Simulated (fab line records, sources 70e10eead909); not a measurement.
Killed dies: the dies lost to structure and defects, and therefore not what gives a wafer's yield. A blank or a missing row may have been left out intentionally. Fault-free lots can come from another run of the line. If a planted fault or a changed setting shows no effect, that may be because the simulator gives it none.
fab line records	flow nand-harc
record lots=13	wafers=39	last-day=33
route steps=1302 shown A_CONTACT@1048 END@1302
lots that met no fault: taken from a fault-free run of the same line
start-h: hours from the record's opening day to when the first of the lot's shown wafers began	wait-h: how many hours have passed since the lot's step before this one	" repeats the value in the row above	L1.1+2: several wafers, shown together as one row	- value missing, or start not given	* or withheld: withheld	< > ~ a bound
route shown NAME@n: a module of which the file shows steps, and the number in the route of the first	usual: mean/standard deviation taken from wafers without a fault	same: alike in all rows	chamber/n: place in a boat	sites: readings site by site	_std_site: how widely they spread, as a standard deviation	_edge_site: outer sites' mean less inner sites'	radius-mm: how far each site lies from the wafer's centre	mask NAME#n: copy n	behind: the most recent tool/chamber to have shaped the wafer	hold: cause of the lot's hold/its duration in hours/its outcome	device: names the non-switching transistor (n, p or np)	end of line: tests run on the same wafers once the route is complete	for a step that has no rows: nothing shown but its recipe	killed: at the first sort, the dies lost to defects and structure; wafer yield is something else	map: shows each die of a wafer: x if killed, . if not, _ if none is there
set.NAME: the setting as run; set.NAME@STEP: as run at that earlier step	model.NAME: the simulator's own value behind a step, which no gauge read
one table for each step of the route and one row for each wafer, over a sample of lots
services: from which hour (start-h, from the record's first day; less than 0 if before it) a tool's chamber was out of use, for how many hours, and why
## steps
# step NHARC_A_CONTACT_ETCH_125
# recipe source-w=withheld	pressure-mtorr=20	bias-v=3000	time-s=197	target-depth-a=19180	ar-flow-sccm=withheld	c4f8-flow-sccm=withheld	o2-flow-sccm=withheld	chemistry=C4F8/O2/Ar
# usual chamber-pressure-mTorr=20.002/0.017	oes-air-line-au=1.000/0.021
lot.wafer	tool	chamber	start-h	wait-h	chamber-pressure-mTorr	oes-air-line-au	rf-hours-counter-h
L227.2	har-cap-etch-01	1	519.66	0.2	20.011	1.020	0
L227.4	"	0	"	"	19.987	1.013	-
L227.6	"	1	"	"	20.011	1.007	-
L229.2	har-cap-etch-02	1	533.08	0.2	19.986	1.026	93
L229.3	"	1	"	"	19.978	1.014	-
L229.4	"	0	"	"	20.014	1.010	-
L233.1	har-cap-etch-02	1	578.01	0.2	20.005	0.987	100
L233.4	"	0	"	"	19.992	1.014	-
L233.6	"	0	"	"	19.992	0.995	-
L236.2	har-cap-etch-03	0	615.23	0.2	19.998	1.029	63
L236.4	"	1	"	"	20.004	1.027	-
L236.5	"	0	"	"	20.009	1.007	-
L237.1	har-cap-etch-02	0	623.07	0.2	19.995	0.963	106
L237.5	"	1	"	"	20.009	0.963	-
L237.6	"	0	"	"	19.985	0.977	-
L238.1	har-cap-etch-01	0	641.95	0.2	20.011	1.046	21
L238.3	"	0	"	"	20.014	1.024	-
L238.5	"	0	"	"	19.996	1.039	-
L239.2	har-cap-etch-02	1	645.02	0.2	20.008	0.970	111
L239.4	"	0	"	"	20.003	0.990	-
L239.6	"	1	"	"	20.000	0.984	-
L240.2	har-cap-etch-03	0	655.20	0.2	19.997	0.975	73
L240.3	"	0	"	"	19.986	0.961	-
L240.6	"	0	"	"	19.998	1.001	-
L242.2	har-cap-etch-02	0	662.59	0.2	19.993	1.039	115
L242.3	"	0	"	"	19.973	1.010	-
L242.4	"	1	"	"	19.975	0.967	-
L241.1	har-cap-etch-03	0	664.00	0.2	20.028	0.985	74
L241.4	"	0	"	"	20.006	0.989	-
L241.5	"	0	"	"	19.995	0.982	-
L245.1	har-cap-etch-01	0	695.48	0.2	20.003	1.041	30
L245.4	"	0	"	"	20.020	1.002	-
L245.5	"	1	"	"	19.997	1.010	-
L243.4	har-cap-etch-01	0	701.27	0.2	20.022	1.009	-
L243.6	"	0	"	"	20.001	0.996	-
L243.5	"	1	"	"	19.978	0.996	-
L248.2	har-cap-etch-03	1	729.11	0.2	19.996	1.025	88
L248.4	"	0	"	"	20.004	0.977	-
L248.5	"	1	"	"	20.001	0.994	-
# step NHARC_A_CONTACT_ETCH_128
# recipe source-w=withheld	pressure-mtorr=20	bias-v=3000	time-s=197	target-depth-a=19180	ar-flow-sccm=withheld	c4f8-flow-sccm=withheld	o2-flow-sccm=withheld	chemistry=C4F8/O2/Ar
# usual chamber-pressure-mTorr=20.000/0.017	oes-air-line-au=0.999/0.022
lot.wafer	tool	chamber	start-h	wait-h	chamber-pressure-mTorr	oes-air-line-au	rf-hours-counter-h
L227.2	har-cap-etch-01	1	520.19	0.1	19.990	1.020	1
L227.4	"	0	"	"	19.987	1.017	-
L227.6	"	1	"	"	20.006	0.994	-
L229.2	har-cap-etch-02	1	533.61	0.1	19.991	0.977	93
L229.3	"	1	"	"	20.013	0.987	-
L229.4	"	0	"	"	19.985	0.985	-
L233.1	har-cap-etch-02	1	578.55	0.1	20.020	0.999	100
L233.4	"	0	"	"	20.047	0.923	-
L233.6	"	0	"	"	20.015	0.961	-
L236.2	har-cap-etch-03	0	615.76	0.1	19.968	1.000	63
L236.4	"	1	"	"	20.017	0.967	-
L236.5	"	0	"	"	19.986	0.997	-
L237.1	har-cap-etch-02	0	623.60	0.1	20.037	0.995	106
L237.5	"	1	"	"	19.975	1.065	-
L237.6	"	0	"	"	19.982	0.995	-
L238.1	har-cap-etch-01	0	642.48	0.1	20.010	0.998	22
L238.3	"	0	"	"	20.005	1.032	-
L238.5	"	0	"	"	19.980	1.052	-
L239.2	har-cap-etch-02	1	645.55	0.1	20.002	0.980	112
L239.4	"	0	"	"	20.008	1.025	-
L239.6	"	1	"	"	19.992	1.026	-
L240.2	har-cap-etch-03	0	655.72	0.1	19.999	0.972	73
L240.3	"	0	"	"	19.987	0.995	-
L240.6	"	0	"	"	20.008	1.031	-
L242.2	har-cap-etch-02	0	663.12	0.1	19.995	1.033	116
L242.3	"	0	"	"	19.961	1.013	-
L242.4	"	1	"	"	19.995	1.013	-
L241.1	har-cap-etch-03	0	664.53	0.1	20.010	1.034	75
L241.4	"	0	"	"	20.010	1.011	-
L241.5	"	0	"	"	20.008	0.996	-
L245.1	har-cap-etch-01	0	696.01	0.1	20.027	0.987	31
L245.4	"	0	"	"	20.014	0.974	-
L245.5	"	1	"	"	19.987	1.016	-
L243.4	har-cap-etch-01	0	701.80	0.1	19.983	1.007	-
L243.6	"	0	"	"	19.965	1.029	-
L243.5	"	1	"	"	19.995	1.031	-
L248.2	har-cap-etch-03	1	729.64	0.1	19.991	1.009	88
L248.4	"	0	"	"	19.986	1.003	-
L248.5	"	1	"	"	20.010	0.995	-
# step NHARC_A_CONTACT_ETCH_129
# recipe source-w=withheld	pressure-mtorr=20	bias-v=3000	time-s=197	target-depth-a=19180	ar-flow-sccm=withheld	c4f8-flow-sccm=withheld	o2-flow-sccm=withheld	chemistry=C4F8/O2/Ar
# usual chamber-pressure-mTorr=20.001/0.017	oes-air-line-au=0.998/0.019
lot.wafer	tool	chamber	start-h	wait-h	chamber-pressure-mTorr	oes-air-line-au	rf-hours-counter-h
L227.2	har-cap-etch-01	1	520.37	0.1	19.992	0.985	1
L227.4	"	0	"	"	19.984	0.996	-
L227.6	"	1	"	"	20.026	1.011	-
L229.2	har-cap-etch-02	1	533.78	0.1	19.975	0.977	94
L229.3	"	1	"	"	20.032	1.004	-
L229.4	"	0	"	"	19.991	1.014	-
L233.1	har-cap-etch-02	1	578.73	0.1	19.992	0.985	100
L233.4	"	0	"	"	20.006	0.976	-
L233.6	"	0	"	"	20.005	1.013	-
L236.2	har-cap-etch-03	0	615.93	0.1	20.017	0.989	63
L236.4	"	1	"	"	19.990	0.974	-
L236.5	"	0	"	"	19.974	0.990	-
L237.1	har-cap-etch-02	0	623.78	0.1	20.018	1.029	107
L237.5	"	1	"	"	19.980	0.977	-
L237.6	"	0	"	"	20.012	1.046	-
L238.1	har-cap-etch-01	0	642.65	0.1	20.022	0.998	22
L238.3	"	0	"	"	19.987	0.961	-
L238.5	"	0	"	"	20.012	0.992	-
L239.2	har-cap-etch-02	1	645.73	0.1	19.975	0.987	112
L239.4	"	0	"	"	19.993	0.986	-
L239.6	"	1	"	"	19.995	1.003	-
L240.2	har-cap-etch-03	0	655.90	0.1	19.994	1.008	73
L240.3	"	0	"	"	20.031	1.013	-
L240.6	"	0	"	"	19.986	0.994	-
L242.2	har-cap-etch-02	0	663.30	0.1	20.000	1.008	116
L242.3	"	0	"	"	19.997	1.046	-
L242.4	"	1	"	"	20.009	1.005	-
L241.1	har-cap-etch-03	0	664.71	0.1	19.992	1.011	75
L241.4	"	0	"	"	20.003	1.021	-
L241.5	"	0	"	"	19.987	1.007	-
L245.1	har-cap-etch-01	0	696.19	0.1	19.983	1.002	31
L245.4	"	0	"	"	20.010	1.014	-
L245.5	"	1	"	"	20.004	0.985	-
L243.4	har-cap-etch-01	0	701.98	0.1	20.000	1.005	-
L243.6	"	0	"	"	20.025	1.030	-
L243.5	"	1	"	"	19.993	1.003	-
L248.2	har-cap-etch-03	1	729.82	0.1	20.008	1.003	89
L248.4	"	0	"	"	19.984	0.969	-
L248.5	"	1	"	"	19.990	0.993	-
# step NHARC_A_CONTACT_ETCH_133
# recipe source-w=withheld	pressure-mtorr=20	bias-v=400	time-s=374	target-depth-a=16100	ar-flow-sccm=withheld	c4f8-flow-sccm=11.5	o2-flow-sccm=7.2	chemistry=C4F8/O2/Ar
# usual chamber-pressure-mTorr=19.998/0.018	oes-air-line-au=1.003/0.02
lot.wafer	tool	chamber	start-h	wait-h	chamber-pressure-mTorr	oes-air-line-au	rf-hours-counter-h
L227.2	har-cap-etch-01	1	521.08	0.1	20.021	0.990	1
L227.4	"	0	"	"	20.012	0.996	-
L227.6	"	1	"	"	20.006	1.019	-
L229.2	har-cap-etch-02	1	534.49	0.1	20.021	1.000	94
L229.3	"	1	"	"	19.991	1.021	-
L229.4	"	0	"	"	20.000	1.004	-
L233.1	har-cap-etch-02	1	579.47	0.2	-	-	-
L233.4	"	0	"	"	-	-	-
L233.6	"	0	"	"	-	-	-
L236.2	har-cap-etch-03	0	616.64	0.1	-	-	-
L236.4	"	1	"	"	-	-	-
L236.5	"	0	"	"	-	-	-
L237.1	har-cap-etch-02	0	624.72	0.3	19.985	0.994	107
L237.5	"	1	"	"	19.970	1.012	-
L237.6	"	0	"	"	19.992	1.022	-
L238.1	har-cap-etch-01	0	643.40	0.2	19.980	1.034	23
L238.3	"	0	"	"	20.010	1.016	-
L238.5	"	0	"	"	19.971	1.022	-
L239.2	har-cap-etch-02	1	646.48	0.2	20.007	0.986	113
L239.4	"	0	"	"	19.995	0.996	-
L239.6	"	1	"	"	19.995	1.011	-
L240.2	har-cap-etch-03	0	656.61	0.1	19.999	0.961	74
L240.3	"	0	"	"	19.963	0.976	-
L240.6	"	0	"	"	20.033	0.960	-
L242.2	har-cap-etch-02	0	664.01	0.1	20.016	0.974	117
L242.3	"	0	"	"	20.016	0.971	-
L242.4	"	1	"	"	19.977	0.990	-
L241.1	har-cap-etch-03	0	665.42	0.1	19.979	1.004	76
L241.4	"	0	"	"	19.975	0.981	-
L241.5	"	0	"	"	19.953	1.014	-
L245.1	har-cap-etch-01	0	696.93	0.2	20.003	1.006	32
L245.4	"	0	"	"	20.010	1.029	-
L245.5	"	1	"	"	20.011	1.044	-
L243.4	har-cap-etch-01	0	702.77	0.2	19.990	1.021	-
L243.6	"	0	"	"	20.023	0.996	-
L243.5	"	1	"	"	20.034	0.976	-
L248.2	har-cap-etch-03	1	730.52	0.1	19.979	1.007	89
L248.4	"	0	"	"	20.012	0.975	-
L248.5	"	1	"	"	20.010	1.021	-
# step NHARC_END_SORT_01
# recipe temp-c=25
# usual killed-at-array=55/20	killed-at-other=1.2/1.3	killed-at-periphery=4.0/3	killed-dies=60/21	killed-open=3.2/1.9	killed-short=2.5/1.6
# same gross-dies=677
lot.wafer	tool	chamber	start-h	wait-h	killed-at-array	killed-at-other	killed-at-periphery	killed-dies	killed-open	killed-short
L233.1	prober-01	0	630.70	2.5	664	5	8	677	6	3
L233.4	prober-01	0	633.12	3.4	674	0	3	677	1	2
L233.6	prober-01	0	634.73	4.0	671	0	6	677	6	6
L236.2	prober-02	0	674.48	2.8	673	3	1	677	0	0
L236.4	prober-02	0	676.07	3.4	670	2	5	677	5	1
L236.5	prober-02	0	676.87	3.7	668	4	5	677	3	2
# killed by level:class
L233.1 A_CONTACT:area-etch=593 A_CHANNEL_HOLE_D1:chamber-film-flake=37 A_CHANNEL_HOLE_D2:chamber-film-flake=17 THIN_TSV:chamber-film-flake=5 A_CHANNEL_FILL_D2:geometric-particle:open=3 P_ZERO_WELL:chamber-film-flake=2 P_M1:chamber-film-flake=2 P_BONDPAD:chamber-film-flake=2
L233.4 A_CONTACT:area-etch=612 A_CHANNEL_HOLE_D1:chamber-film-flake=32 A_CHANNEL_HOLE_D2:chamber-film-flake=14 A_CHANNEL_FILL_D1:chamber-film-flake=3 A_SGD_CUT:chamber-film-flake=3 A_DECK1_JOINT:chamber-film-flake=2 A_WL_FILL:chamber-film-flake=2 A_CONTACT:chamber-film-flake=2
L233.6 A_CONTACT:area-etch=597 A_CHANNEL_HOLE_D1:chamber-film-flake=32 A_CHANNEL_HOLE_D2:chamber-film-flake=15 A_WL_FILL:chamber-film-flake=6 A_SOURCE_PLATE:geometric-particle:open=2 P_BONDPAD:chamber-film-flake=2 A_CHANNEL_FILL_D1:chamber-film-flake=2 A_DECK1_JOINT:chamber-film-flake=2
L236.2 A_CONTACT:area-etch=602 A_CHANNEL_HOLE_D1:chamber-film-flake=38 A_CHANNEL_HOLE_D2:chamber-film-flake=23 A_CHANNEL_FILL_D2:chamber-film-flake=3 THIN_TSV:chamber-film-flake=3 A_STAIRCASE:chamber-film-flake=2 P_STI:chamber-film-flake=1 A_CHANNEL_FILL_D1:chamber-film-flake=1
L236.4 A_CONTACT:area-etch=591 A_CHANNEL_HOLE_D1:chamber-film-flake=36 A_CHANNEL_HOLE_D2:chamber-film-flake=19 P_STI:chamber-film-flake=5 A_CONTACT:chamber-film-flake=5 A_SLIT:chamber-film-flake=3 A_CHANNEL_FILL_D2:chamber-film-flake=3 A_STAIRCASE:chamber-film-flake=3
L236.5 A_CONTACT:area-etch=602 A_CHANNEL_HOLE_D1:chamber-film-flake=29 A_CHANNEL_HOLE_D2:chamber-film-flake=15 A_CHANNEL_FILL_D2:chamber-film-flake=8 P_STI:chamber-film-flake=4 A_CONTACT:chamber-film-flake=4 THIN_TSV:chamber-film-flake=4 A_STAIRCASE:chamber-film-flake=3
## services
tool	chamber	start-h	hours	kind
har-cap-etch-01	-	497.00	17.0	pm
har-cap-etch-01	0	497.00	17.0	vent-cycle
har-cap-etch-01	1	497.00	17.0	vent-cycle
har-cap-etch-01	0	514.00	-	clean
har-cap-etch-01	1	514.00	-	clean
har-cap-etch-02	-	703.21	76.0	repair
## key
first-sign step=NHARC_A_CONTACT_ETCH_133	reading=tool-record	direction=missing
effect step=NHARC_END_SORT_01	reading=killed-at-array	direction=up	sigmas=30	usual=55	struck=670
more-kills-born-at NHARC_A_CONTACT_ETCH_133@har-cap-etch-02=1798	NHARC_A_CONTACT_ETCH_133@har-cap-etch-03=1794
met-at NHARC_A_CONTACT_ETCH_133
struck-lots L233,L236
later-rows-left-out L233.1,L233.4,L233.6,L236.2,L236.4,L236.5
tester-left-out L233,L236
not-acting-at NHARC_A_CONTACT_ETCH_125,NHARC_A_CONTACT_ETCH_128,NHARC_A_CONTACT_ETCH_129
onset-between 534.49 579.47
fault kind=skipped-step-whole	tool=har-cap-etch-02,har-cap-etch-03	chamber=-	onset-h=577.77	steps=NHARC_A_CONTACT_ETCH_133	scope=struck-lots-only
# tester-left-out: of these lots the tester's yield and bins aren't shown, on N5 and GAA mostly nor the transistor test; their killed dies are dies lost to structure and defects alone, not to doping, threshold or leakage, so they don't give the yield
# later-rows-left-out: the simulator's readings of these wafers behind a module that went badly wrong aren't trusted and aren't shown, but for the sort
